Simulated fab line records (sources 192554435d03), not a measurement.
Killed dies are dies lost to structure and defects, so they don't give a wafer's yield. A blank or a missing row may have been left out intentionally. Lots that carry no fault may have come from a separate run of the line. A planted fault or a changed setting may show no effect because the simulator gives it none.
fab line records	flow n5Finfet
record: lots: 8	wafers: 24	lastDay: 20
route steps=1938 shown BEOL_M0_SAQP@659 BEOL_M0_CUTY@710 BEOL_M4@1111 PASSIVATION@1936
lots that met no fault: from a run of the same line without faults
startH: start of the lot's first displayed wafer, in hours after the record's first day	waitH: hours elapsed since this lot's preceding step	" same as the row above	L1.1+2: a row that stands for several wafers	- no value, or no start was given	* or withheld: withheld	< > ~ a bound
route shown NAME@n: NAME is a module with steps in the file, n the number in the route of the first one	usual: the fault-free wafers' mean and standard deviation	same: alike in all rows	chamber/n: place in a boat	sites: the reading at each site	_std_site: how widely they spread, as a standard deviation	_edge_site: the outer-site mean with the inner-site mean subtracted	radiusMm: how far each site lies from the wafer's centre	mask NAME#n: copy n	behind: the most recent tool/chamber to have shaped the wafer	hold: reason for holding the lot/hours on hold/outcome of the hold	device: which transistor (n, p or np) failed to switch	end of line: tests of these same wafers at the route's end	step lacking rows: just its recipe	killed: not the wafer's yield, but the dies lost to structure and defects at the first sort	map: per-die view of a wafer (x killed, . not killed, _ where there is no die)
set.NAME: setting as actually run; set.NAME@STEP: the setting as run at that earlier step	model.NAME: the simulator's own value behind a step, which no gauge read
route steps across a sampled set of lots; one table per step, one row per wafer
services: from which hour (startH, from the record's first day; less than 0 if before it) a tool's chamber was out of use, for how many hours, and why
== steps ==
step: N5_BEOL_M0_SAQP_STRIP_86
recipe: chemistry: N2/H2	powerW: 500	tempC: 40	pressureMtorr: 50	rfFrequencyHz: 6e+07	overashFraction: 0.3	biasPowerW: 28	h2Frac: 0.5	n2FlowSccm: 300	h2FlowSccm: 300
usual: drypumpMotorCurrentA: 5.4/0.44	oesProductAu: 0.76/0.064	rfVppV: 122.3/1.3	showerheadPlenumPTorr: 3.44/0.1	throttleValvePct: 19.0/0.39
lot.wafer	tool	chamber	startH	waitH	drypumpMotorCurrentA	oesProductAu	rfHoursCounterH	rfVppV	showerheadPlenumPTorr	throttleValvePct
L307.1	rieDiel-02	2	115.74	0.2	4.8	0.88	55	123.7	3.55	19.7
L307.5	"	2	"	"	4.8	0.86	-	121.9	3.55	19.7
L307.6	"	3	"	"	5.5	0.84	-	122.4	3.55	18.4
L308.2	rieDiel-02	3	120.91	0.1	5.5	0.83	64	123.5	3.55	18.4
L308.3	"	2	"	"	4.8	0.86	56	123.6	3.55	19.7
L308.5	"	0	"	"	5.1	0.70	-	123.5	3.49	19.0
L312.3	rieDiel-02	0	144.64	0.1	5.0	0.70	185	121.6	3.48	19.0
L312.4	"	2	"	"	4.8	0.85	62	123.1	3.55	19.7
L312.6	"	0	"	"	5.1	0.70	-	124.1	3.48	18.9
L313.2	rieDiel-02	0	152.76	0.2	5.1	0.69	188	123.2	3.48	19.0
L313.5	"	3	"	"	5.5	0.81	-	124.4	3.54	18.4
L313.6	"	0	"	"	5.1	0.69	-	122.4	3.48	19.0
L326.2	rieDiel-01	0	232.07	0.1	5.5	0.72	160	120.7	3.49	18.8
L326.3	"	3	"	"	4.6	0.74	185	122.8	3.48	18.5
L326.5	"	2	"	"	5.0	0.75	-	121.4	3.35	18.9
L327.1	rieDiel-02	1	237.35	0.1	5.1	0.75	167	122.6	3.49	18.9
L327.4	"	2	"	"	4.8	0.82	90	123.6	3.53	19.8
L327.5	"	2	"	"	4.8	0.83	-	124.6	3.53	19.8
L328.1	rieDiel-02	3	248.20	0.1	5.5	0.81	96	123.3	3.53	18.4
L328.4	"	1	"	"	5.0	0.75	170	121.6	3.49	18.9
L328.6	"	2	"	"	4.8	0.82	-	122.2	3.53	19.8
L329.1	rieDiel-01	3	254.65	0.1	4.7	0.73	190	122.6	3.48	18.5
L329.4	"	0	"	"	5.5	0.73	-	120.9	3.49	18.8
L329.6	"	2	"	"	5.0	0.73	-	121.3	3.35	18.9
step: N5_BEOL_M0_SAQP_MANDREL_ETCH_103
recipe: chemistry: HBr/Cl2	target: a-Si	targetDepthA: 450	btTimeS: 10	stopOn: SiCN	maskMaterial: SiO2	overEtchFrac: 0.8	timeS: 27	pressureMtorr: 10	icpW: 800	biasW: 75	HBr_flow_sccm: 150	Cl2_flow_sccm: 80	ends: endPoint
usual: drypumpMotorCurrentA: 5.6/0.34	oesProductAu: 0.680/0.0086	throttleValvePct: 35.36/0.24
same: btTimeS: 10
lot.wafer	tool	chamber	startH	waitH	drypumpMotorCurrentA	oesProductAu	rfHoursCounterH	throttleValvePct
L307.1	rieSi-02	2	117.26	0.0	5.5	0.694	117	35.42
L307.5	"	2	"	"	5.5	0.698	-	35.38
L307.6	"	1	"	"	5.5	0.674	-	35.14
L308.2	rieSi-02	0	122.32	0.0	5.8	0.674	183	35.55
L308.3	"	1	"	"	5.5	0.667	89	35.14
L308.5	"	1	"	"	5.5	0.682	-	35.12
L312.3	rieSi-05	2	146.65	0.0	5.6	0.684	23	35.29
L312.4	"	1	"	"	6.0	0.685	37	35.30
L312.6	"	2	"	"	5.6	0.682	-	35.28
L313.2	rieSi-05	0	154.58	0.0	5.9	0.674	9	35.04
L313.5	"	0	"	"	6.0	0.688	-	34.96
L313.6	"	1	"	"	6.0	0.687	-	35.29
L326.2	rieSi-04	0	233.44	0.0	4.9	0.666	69	35.30
L326.3	"	1	"	"	5.9	0.683	9	35.01
L326.5	"	0	"	"	4.9	0.677	-	35.26
L327.1	rieSi-04	3	238.72	0.0	5.6	0.672	22	35.51
L327.4	"	1	"	"	5.9	0.678	9	34.99
L327.5	"	0	"	"	4.9	0.665	-	35.28
L328.1	rieSi-04	2	249.60	0.0	5.1	0.693	10	35.34
L328.4	"	1	"	"	5.8	0.683	9	35.01
L328.6	"	0	"	"	4.9	0.668	-	35.26
L329.1	rieSi-05	3	256.71	0.0	5.7	0.680	9	35.86
L329.4	"	0	"	"	5.9	0.673	11	35.01
L329.6	"	3	"	"	5.7	0.703	-	35.85
step: N5_BEOL_M0_SAQP_STRIP_108
recipe: chemistry: N2/H2	powerW: 500	tempC: 40	pressureMtorr: 50	rfFrequencyHz: 6e+07	overashFraction: 0.3	biasPowerW: 28	h2Frac: 0.5	n2FlowSccm: 300	h2FlowSccm: 300
usual: drypumpMotorCurrentA: 5.4/0.45	oesProductAu: 0.75/0.054	rfVppV: 122.3/1.1	showerheadPlenumPTorr: 3.44/0.097	throttleValvePct: 19.0/0.37
lot.wafer	tool	chamber	startH	waitH	drypumpMotorCurrentA	oesProductAu	rfHoursCounterH	rfVppV	showerheadPlenumPTorr	throttleValvePct
L307.1	rieDiel-02	0	117.89	0.0	5.1	0.69	177	122.9	3.49	18.9
L307.5	"	1	"	"	5.1	0.77	-	123.5	3.51	18.8
L307.6	"	0	"	"	5.0	0.70	-	122.1	3.49	18.9
L308.2	rieDiel-04	2	122.95	0.0	5.5	0.73	172	122.0	3.34	19.0
L308.3	"	3	"	"	5.6	0.77	119	122.2	3.37	18.9
L308.5	"	0	"	"	6.1	0.71	-	121.7	3.45	19.3
L312.3	rieDiel-04	0	147.28	0.0	6.1	0.69	236	123.2	3.45	19.3
L312.4	"	2	"	"	5.5	0.72	179	122.6	3.34	19.0
L312.6	"	0	"	"	6.1	0.70	-	123.2	3.45	19.3
L313.2	rieDiel-02	0	155.24	0.0	5.1	0.71	188	121.9	3.48	18.9
L313.5	"	3	"	"	5.5	0.82	-	123.4	3.54	18.4
L313.6	"	0	"	"	5.1	0.69	-	123.6	3.48	19.0
L326.2	rieDiel-02	1	234.07	0.0	5.1	0.75	166	122.5	3.49	18.8
L326.3	"	2	"	"	4.8	0.82	89	121.5	3.53	19.8
L326.5	"	2	"	"	4.8	0.81	-	122.9	3.53	19.7
L327.1	rieDiel-02	0	239.35	0.0	5.0	0.68	215	123.0	3.47	19.0
L327.4	"	1	"	"	5.0	0.74	167	123.0	3.49	18.8
L327.5	"	1	"	"	5.0	0.74	-	123.5	3.49	18.8
L328.1	rieDiel-02	3	250.23	0.0	5.5	0.80	96	123.2	3.53	18.4
L328.4	"	0	"	"	5.1	0.68	217	123.5	3.47	19.0
L328.6	"	0	"	"	5.1	0.67	-	123.6	3.47	19.0
L329.1	rieDiel-04	2	257.52	0.0	5.5	0.69	219	119.7	3.32	19.0
L329.4	"	0	"	"	6.1	0.94	-	122.9	3.43	18.9
L329.6	"	3	"	"	5.6	0.74	-	121.4	3.34	18.9
step: N5_BEOL_M0_SAQP_MANDREL2_REMOVE_110
recipe: chemistry: HBr/Cl2/O2	btTimeS: 10	target: a-Si	stopOn: SiCN	endpoint: OES-SiCl	overEtchFrac: 1	icpW: 600	biasW: 30	HBr_flow_sccm: 150	Cl2_flow_sccm: 80	O2_flow_sccm: 5	pressureMtorr: 10
usual: drypumpMotorCurrentA: 5.6/0.32	oesProductAu: 0.999/0.014	throttleValvePct: 36.64/0.26
same: btTimeS: 10
lot.wafer	tool	chamber	startH	waitH	drypumpMotorCurrentA	oesProductAu	rfHoursCounterH	throttleValvePct
L307.1	rieSi-04	3	118.76	0.1	5.6	0.987	20	36.73
L307.5	"	2	"	"	5.1	1.004	-	36.60
L307.6	"	3	"	"	5.6	0.977	-	36.75
L308.2	rieSi-05	1	123.79	0.1	6.1	0.990	37	36.59
L308.3	"	2	"	"	5.6	0.995	22	36.55
L308.5	"	0	"	"	5.9	0.980	-	36.26
L312.3	rieSi-04	2	148.12	0.1	5.1	0.999	8	36.58
L312.4	"	3	"	"	5.7	0.972	20	36.74
L312.6	"	2	"	"	5.1	1.007	-	36.58
L313.2	rieSi-02	0	156.09	0.1	5.8	0.982	184	36.82
L313.5	"	0	"	"	5.8	0.980	-	36.81
L313.6	"	1	"	"	5.5	0.988	-	36.41
L326.2	rieSi-02	0	235.04	0.1	5.8	0.983	185	36.81
L326.3	"	3	"	"	5.1	1.003	57	36.92
L326.5	"	2	"	"	5.5	1.023	-	36.64
L327.1	rieSi-05	3	240.19	0.1	5.6	1.015	9	37.13
L327.4	"	3	"	"	5.6	1.031	-	37.12
L327.5	"	2	"	"	5.6	0.998	-	36.57
L328.1	rieSi-05	2	251.67	0.1	5.6	1.014	25	36.57
L328.4	"	1	"	"	6.1	0.999	39	36.59
L328.6	"	2	"	"	5.7	1.007	-	36.55
L329.1	rieSi-04	3	258.43	0.1	5.6	0.985	22	36.75
L329.4	"	0	"	"	4.9	0.983	70	36.52
L329.6	"	0	"	"	4.9	0.975	-	36.53
step: N5_BEOL_M0_SAQP_INSPECT_42
recipe: mode: adi	inspectInstrument: brightfield
usual: rawDefectCount: 254/83
lot.wafer	tool	chamber	startH	waitH	rawDefectCount
L307.1	defectInspect-02	-	120.04	0.1	212
L307.5	"	-	"	"	281
L307.6	"	-	"	"	249
L308.2	defectInspect-01	-	124.30	0.0	186
L308.3	"	-	"	"	261
L308.5	"	-	"	"	203
L312.3	defectInspect-02	-	148.63	0.0	1542
L312.4	"	-	"	"	219
L312.6	"	-	"	"	1550
L313.2	defectInspect-01	-	156.59	0.0	1465
L313.5	"	-	"	"	404
L313.6	"	-	"	"	1447
L326.2	defectInspect-02	-	235.67	0.0	338
L326.3	"	-	"	"	309
L326.5	"	-	"	"	305
L327.1	defectInspect-02	-	240.70	0.1	504
L327.4	"	-	"	"	457
L327.5	"	-	"	"	570
L328.1	defectInspect-01	-	252.18	0.1	168
L328.4	"	-	"	"	226
L328.6	"	-	"	"	244
L329.1	defectInspect-02	-	258.93	0.1	290
L329.4	"	-	"	"	202
L329.6	"	-	"	"	184
step: N5_BEOL_M0_CUTY_INSPECT_59
recipe: mode: adi	inspectInstrument: macro
usual: rawDefectCount: 2.0/1.4
lot.wafer	tool	chamber	startH	waitH	rawDefectCount
L307.1	defectInspect-02	-	121.44	0.0	1
L307.5	"	-	"	"	5
L307.6	"	-	"	"	0
L308.2	defectInspect-01	-	126.48	0.0	4
L308.3	"	-	"	"	0
L308.5	"	-	"	"	2
L312.3	defectInspect-02	-	150.02	0.0	>300
L312.4	"	-	"	"	1
L312.6	"	-	"	"	>300
L313.2	defectInspect-01	-	157.95	0.0	>300
L313.5	"	-	"	"	2
L313.6	"	-	"	"	>300
L326.2	defectInspect-02	-	237.18	0.0	4
L326.3	"	-	"	"	2
L326.5	"	-	"	"	5
L327.1	defectInspect-01	-	242.53	0.0	4
L327.4	"	-	"	"	2
L327.5	"	-	"	"	1
L328.1	defectInspect-02	-	253.57	0.0	0
L328.4	"	-	"	"	2
L328.6	"	-	"	"	0
L329.1	defectInspect-01	-	260.70	0.0	2
L329.4	"	-	"	"	1
L329.6	"	-	"	"	2
step: N5_BEOL_M4_RC_MEAS_101
usual: DIBL_N: 36.3/1.2	DIBL_P: 36.3/1.4	IOFF_N: 0.160/0.02	IOFF_P: 0.210/0.025	ION_N: 675/9.5	ION_P: 462/7	SS_N: 71.5/0.53	SS_P: 73.4/0.55	VT_N: 249.5/2.6	VT_P: -250.1/2.9
lot.wafer	tool	chamber	startH	waitH	DIBL_N[mV/V]	DIBL_P[mV/V]	IOFF_N[nA/um]	IOFF_P[nA/um]	ION_N[uA/um]	ION_P[uA/um]	SS_N[mV/dec]	SS_P[mV/dec]	VT_N[mV]	VT_P[mV]
L307.1	prober-01	0	191.57	0.0	34.6	33.6	0.135	0.161	666	450	72.3	72.7	252.2	-252.7
L307.5	"	0	"	"	34.2	32.9	0.121	0.154	663	452	71.7	73.2	251.1	-256.1
L307.6	"	0	"	"	36.5	36.7	0.167	0.203	674	462	72.4	73.9	250.2	-251.2
L308.2	prober-02	0	210.61	0.2	36.3	34.9	0.153	0.215	677	470	71.7	73.4	250.1	-252.6
L308.3	"	0	"	"	34.5	32.6	0.122	0.183	668	466	70.6	73.0	249.7	-251.5
L308.5	"	0	"	"	35.9	34.7	0.137	0.208	664	461	70.9	74.0	249.9	-249.6
L313.2	prober-02	0	220.98	0.2	35.0	36.0	0.131	0.170	653	447	71.3	72.8	253.0	-252.7
L313.5	"	0	"	"	36.5	37.3	0.165	0.196	668	458	72.1	74.0	248.6	-252.3
L313.6	"	0	"	"	34.5	36.1	0.131	0.177	650	446	71.4	74.1	252.1	-253.2
L312.3	prober-01	0	221.34	0.3	37.9	36.3	0.179	0.211	692	467	71.9	73.8	249.8	-250.3
L312.4	"	0	"	"	37.2	37.1	0.172	0.231	684	469	71.8	73.4	250.0	-247.6
L312.6	"	0	"	"	36.4	35.5	0.152	0.203	677	462	72.2	73.8	251.3	-250.0
L326.2	prober-01	0	334.53	0.2	35.8	36.4	0.172	0.200	682	461	70.8	73.0	246.2	-253.4
L326.3	"	0	"	"	35.5	34.8	0.154	0.179	676	458	71.4	73.1	247.9	-254.3
L326.5	"	0	"	"	34.8	34.7	0.147	0.184	677	464	70.5	72.1	250.8	-251.8
L327.1	prober-01	0	344.62	0.0	36.0	36.6	0.165	0.215	682	462	71.3	73.0	247.6	-251.8
L327.4	"	0	"	"	35.2	35.6	0.144	0.190	674	462	70.7	73.1	250.9	-250.1
L327.5	"	0	"	"	35.2	35.0	0.141	0.183	679	466	71.6	73.3	252.5	-251.1
L329.1	prober-01	0	356.00	0.0	33.8	35.9	0.157	0.187	675	459	70.8	73.3	248.4	-252.7
L329.4	"	0	"	"	35.6	36.3	0.190	0.194	668	452	71.2	73.7	248.9	-254.3
L329.6	"	0	"	"	36.2	37.2	0.183	0.204	668	452	71.7	74.0	250.5	-252.4
L328.1	prober-02	0	363.29	0.0	35.3	36.4	0.154	0.208	679	472	71.6	72.7	247.8	-249.9
L328.4	"	0	"	"	34.8	34.8	0.143	0.183	683	466	70.8	72.7	248.7	-250.5
L328.6	"	0	"	"	34.6	35.8	0.151	0.206	691	466	71.3	72.1	250.1	-247.9
step: N5_PASSIVATION_PROBE_49
usual: defectLimitedYield: 90.9/1.3	killed_at_M0_to_M3: 36/11	killed_at_M4_up: 13/5.1	killedAtContacts: 14/4.9	killedAtFrontEnd: 41/10	killedAtOther: 3.4/2.6	killedDies: 107/16	killedOnRim: 14/4	killedOpen: 70/11	killedShort: 36/7.8	sort_bin_5_function: 5.4/0.84	sort_bin_6_memory: 3.4/0.67	sortNPass: 1073/16	sortYieldPct: 90.9/1.3
same: grossDies: 1180	killedAtBackSide: 0	sort_bin_4_leakage[%]: 0	sort_bin_8_speed[%]: 0
lot.wafer	tool	chamber	startH	waitH	defectLimitedYield[%]	killed_at_M0_to_M3	killed_at_M4_up	killedAtContacts	killedAtFrontEnd	killedAtOther	killedDies	killedOnRim	killedOpen	killedShort	sort_bin_5_function[%]	sort_bin_6_memory[%]	sortNPass	sortYieldPct[%]
L308.2	prober-02	-	340.09	0.1	93.1	17	19	9	31	6	82	9	58	24	4.4	2.2	1098	93.1
L308.3	prober-02	-	340.14	0.1	92.9	23	17	13	26	5	84	12	54	29	5.1	1.9	1096	92.9
L308.5	prober-02	-	340.24	0.2	90.3	46	11	13	37	8	115	13	82	33	6.1	3.5	1065	90.3
L313.2	prober-01	-	341.57	0.1	86.4	82	12	10	47	9	160	35	60	41	7.4	3.6	1020	86.4
L313.5	prober-01	-	341.72	0.2	91.5	30	10	13	35	12	100	14	73	27	5.5	2.5	1080	91.5
L313.6	prober-01	-	341.77	0.3	86.3	101	12	6	39	4	162	33	56	45	7.8	3.3	1018	86.3
L312.3	prober-02	-	347.58	0.1	85.2	96	6	11	60	2	175	38	77	36	9.0	3.6	1005	85.2
L312.4	prober-02	-	347.63	0.2	90.4	40	7	11	53	2	113	11	63	49	5.9	3.1	1067	90.4
L312.6	prober-02	-	347.73	0.3	87.1	97	7	14	34	0	152	27	59	34	8.0	3.0	1028	87.1
killed by level:class
L308.2 STI_FIN_REVEAL:geometricParticle:open=8 BEOL_M4:geometricParticle:open=8 MOL_CONTACT_COAG:geometricParticle:open=7 BEOL_M0_SAQP:geometricParticle:short=6 DUMMY_GATE:geometricParticle:open=6 BEOL_M0_SAQP:geometricParticle:open=6 FIN_SAQP:geometricParticle:open=5 BEOL_M5:geometricParticle:open=4
L308.3 MOL_CONTACT_COAG:geometricParticle:open=9 BEOL_M6:geometricParticle:open=6 FIN_SAQP:geometricParticle:open=4 MOL_CONTACT_COAG:geometricParticle:short=4 BEOL_M0_SAQP:geometricParticle:short=4 BEOL_M0:geometricParticle:open=4 BEOL_M2:geometricParticle:open=4 BEOL_M4:geometricParticle:open=4
L308.5 BEOL_M0_SAQP:geometricParticle:open=17 BEOL_M0_SAQP:geometricParticle:short=15 MOL_CONTACT_COAG:geometricParticle:open=10 STI_FIN_REVEAL:geometricParticle:open=9 DUMMY_GATE:geometricParticle:open=8 GATE_CUT:geometricParticle:open=4 BEOL_M1:geometricParticle:open=4 BEOL_M3:geometricParticle:open=4
L313.2 BEOL_M0_SAQP:unspecified=59 STI_FIN_REVEAL:geometricParticle:open=15 BEOL_M0_SAQP:geometricParticle:open=9 BEOL_M0_SAQP:geometricParticle:short=6 FIN_SAQP:geometricParticle:short=5 MOL_CONTACT_COAG:geometricParticle:short=5 MOL_CONTACT_COAG:geometricParticle:open=5 MIM_TOP:geometricParticle:short=5
L313.5 MOL_CONTACT_COAG:geometricParticle:open=12 BEOL_M3:geometricParticle:open=10 STI_FIN_REVEAL:geometricParticle:open=9 STARTING-WAFER:geometricParticle:open=7 DUMMY_GATE:geometricParticle:open=5 BEOL_M0_SAQP:geometricParticle:short=5 BEOL_M0_SAQP:geometricParticle:open=5 DUMMY_GATE:geometricParticle:short=4
L313.6 BEOL_M0_SAQP:unspecified=61 FIN_SAQP:geometricParticle:short=11 BEOL_M0_SAQP:geometricParticle:short=9 FIN_SAQP:geometricParticle:open=8 BEOL_M2:geometricParticle:open=6 GATE_CUT:geometricParticle:open=5 MOL_CONTACT_COAG:geometricParticle:open=5 BEOL_M0_SAQP:geometricParticle:open=4
L312.3 BEOL_M0_SAQP:unspecified=60 STI_FIN_REVEAL:geometricParticle:open=22 BEOL_M0_SAQP:geometricParticle:open=11 FIN_SAQP:geometricParticle:short=10 BEOL_M0_SAQP:geometricParticle:short=10 MOL_CONTACT_COAG:geometricParticle:open=9 FIN_SAQP:geometricParticle:open=6 BEOL_M2:geometricParticle:open=6
L312.4 STI_FIN_REVEAL:geometricParticle:open=14 FIN_SAQP:geometricParticle:short=12 BEOL_M0_SAQP:geometricParticle:short=9 MOL_CONTACT_COAG:geometricParticle:open=7 BEOL_M2:geometricParticle:open=7 GATE_CUT:geometricParticle:open=6 BEOL_M0_SAQP:geometricParticle:open=6 ILD0:geometricParticle:short=5
L312.6 BEOL_M0_SAQP:unspecified=59 BEOL_M2:geometricParticle:open=15 STI_FIN_REVEAL:geometricParticle:open=12 MOL_CONTACT_COAG:geometricParticle:open=8 BEOL_M0_SAQP:geometricParticle:open=7 MOL_CONTACT_COAG:geometricParticle:short=6 BEOL_M0_SAQP:geometricParticle:short=6 FIN_SAQP:geometricParticle:short=4
== services ==
tool	chamber	startH	hours	kind
rieDiel-02	0	100.91	6.0	repair
rieSi-04	2	107.10	1.5	repair
rieDiel-02	2	137.47	6.3	repair
rieDiel-02	3	164.68	12.2	repair
rieDiel-04	1	180.16	11.0	repair
rieDiel-04	0	191.20	-	clean
rieDiel-04	0	191.20	-	consumableReplace:focusRing
rieDiel-04	0	191.20	20.1	scheduledDown
rieDiel-04	0	191.20	20.1	ventCycle
rieDiel-02	-	195.75	0.3	repair
rieDiel-02	3	210.60	4.7	repair
rieSi-05	1	222.13	20.4	repair
rieSi-05	3	223.51	1.2	repair
rieDiel-04	1	237.23	-	clean
rieDiel-04	1	237.23	-	consumableReplace:focusRing
rieDiel-04	1	237.23	-	consumableReplace:showerhead
rieDiel-04	1	237.23	24.6	scheduledDown
rieDiel-04	1	237.23	24.6	ventCycle
rieSi-02	0	249.00	-	clean
rieSi-02	0	249.00	21.2	scheduledDown
rieSi-02	0	249.00	21.2	ventCycle
rieDiel-02	-	249.18	0.2	repair
rieSi-02	-	254.77	0.1	repair
rieSi-05	3	257.98	27.2	repair
== key ==
firstSign: step: N5_BEOL_M0_SAQP_INSPECT_42	reading: rawDefectCount	direction: up	sigmas: 15	usual: 254	struck: 1501
effect: step: N5_BEOL_M0_CUTY_INSPECT_59	reading: rawDefectCount	direction: up	sigmas: 99+	usual: 2.0	struck: >300
effect: step: N5_PASSIVATION_PROBE_49	reading: killed_at_M0_to_M3	direction: up	sigmas: 5	usual: 36	struck: 94
moreKillsBornAt: N5_BEOL_M0_SAQP_STRIP_86@rieDiel-02: 239
metAt N5_BEOL_M0_SAQP_STRIP_86
struckLots L312,L313
struckWafers L312.3,L312.6,L313.2,L313.6
notActingAt N5_BEOL_M0_SAQP_MANDREL_ETCH_103,N5_BEOL_M0_SAQP_STRIP_108,N5_BEOL_M0_SAQP_MANDREL2_REMOVE_110
onsetBetween 120.91 144.64
fault: kind: chamberParticleSource	tool: rieDiel-02	chamber: 0	onsetH: 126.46	steps: N5_BEOL_M0_SAQP_STRIP_86	ratePerVisitCm2: 1.9301	endH: 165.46
